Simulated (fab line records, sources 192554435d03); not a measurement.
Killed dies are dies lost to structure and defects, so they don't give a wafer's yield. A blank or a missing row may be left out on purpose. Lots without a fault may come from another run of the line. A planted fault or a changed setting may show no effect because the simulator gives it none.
A struck lot beside a sound one | flow n5_finfet | 12 steps out of a route of 1938
Sound: wafers L613.3, L613.5, L613.6. Struck: wafers L608.3, L608.4, L608.5. The cause comes at the end.
At each step with rows: each side's tool, then ch and its chambers, then its first start. Under that, the readings that differ: sound wafers | struck wafers | difference of the means | sigmas: that difference in standard deviations of wafers without a fault.
alike: readings whose means differ by less than 2 such deviations, and words and numbers that are the same on both sides. not compared: withheld readings, readings that some wafer has no value for, bounds like >300 that may hide the same value, and numbers for which the record gives no deviation and whose values overlap.
The two part at a step that has a row with sigmas, a row that says differs or no value, or rows on one side only. Numbers that don't overlap but have no deviation are shown without sigmas and don't part them. A reading that every wafer of one side lacks parts them only if that side has two wafers or more.

first, 3 steps without rows for these wafers: N5_SD_EPI_P_PRECLEAN_32 (cleans in dHF, time 10 s); N5_SD_EPI_P_PRECLEAN_33 (cleans in SC2, time 45 s); N5_SD_EPI_P_SRD_25 (time 30 s).
N5_SD_EPI_P_INSPECT_26: inspects for defects (darkfield).
  sound on defect_inspect-02, day 5 22:01; struck on defect_inspect-02, day 4 14:46
  alike: raw_defect_count
N5_SD_ACTIVATION_RTA_00: time 0 s.
  sound on rtp_anneal-01 ch 0, day 5 22:15; struck on rtp_anneal-02 ch 0, day 4 15:06
  alike: lamp_power_pct, lamp_zone_1_pct, wafer_temp_C_max
N5_SD_ACTIVATION_LSA_01: time 0.0008 s.
  sound on laser_anneal-01 ch 0, day 5 22:27; struck on laser_anneal-02 ch 0, day 4 15:19
  alike: wafer_temp_C_max
N5_SD_ACTIVATION_INSPECT_02: inspects for defects (darkfield).
  sound on defect_inspect-01, day 5 22:55; struck on defect_inspect-02, day 4 15:47
  alike: raw_defect_count
N5_ILD0_LINER_00: material SiNx, target thk 4 nm, pulse time 1 s, purge time 2 s.
  sound on ald_sin-01 ch 0,1,3, day 5 22:59; struck on ald_sin-04 ch 0,3, day 4 16:29
  alike: heater_power_w, precursor_pulse_height_rel
then, 2 steps without rows for these wafers: N5_ILD0_FCVD_FILL_01 (material SiO2 flowable, target thk 200 nm, time 328.3 s); N5_ILD0_CURE_02 (time 1800 s).
N5_ILD0_CMP_03: polishes, stops on SiNx, t overpolish 1.9 s, target thk 197.38 nm.
  sound on cmp-02 ch 1,2,3, day 6 01:28; struck on cmp-01 ch 0,3, day 4 18:51
  no value came back on the struck wafers for any of 5 readings (edge_zone_pressure_frac, head_pressure_psi (psi) and others); on the sound wafers edge_zone_pressure_frac reads 1.001 0.993 1.004
  reading                                              | sound             | struck          | difference | sigmas
  model.SiNx_of_DUMMY_GATE_HM_DEP_06.thk_nm (nm)       | 77.8 77 77.2      | 79 79.2 79.4    | +2         |
  model.SiO2_flowable_of_ILD0_FCVD_FILL_01.thk_nm (nm) | 197.2 196.4 197.4 | 201 199.4 200.6 | +3         |
N5_BEOL_M4_RC_MEAS_101:
  the record has rows for the sound wafers here (prober-01 ch 0, day 9 22:35) and none for the struck ones

WHERE THEY PART
First at N5_ILD0_CMP_03; last, within this record, at N5_BEOL_M4_RC_MEAS_101.

WHY: what the simulator had put in
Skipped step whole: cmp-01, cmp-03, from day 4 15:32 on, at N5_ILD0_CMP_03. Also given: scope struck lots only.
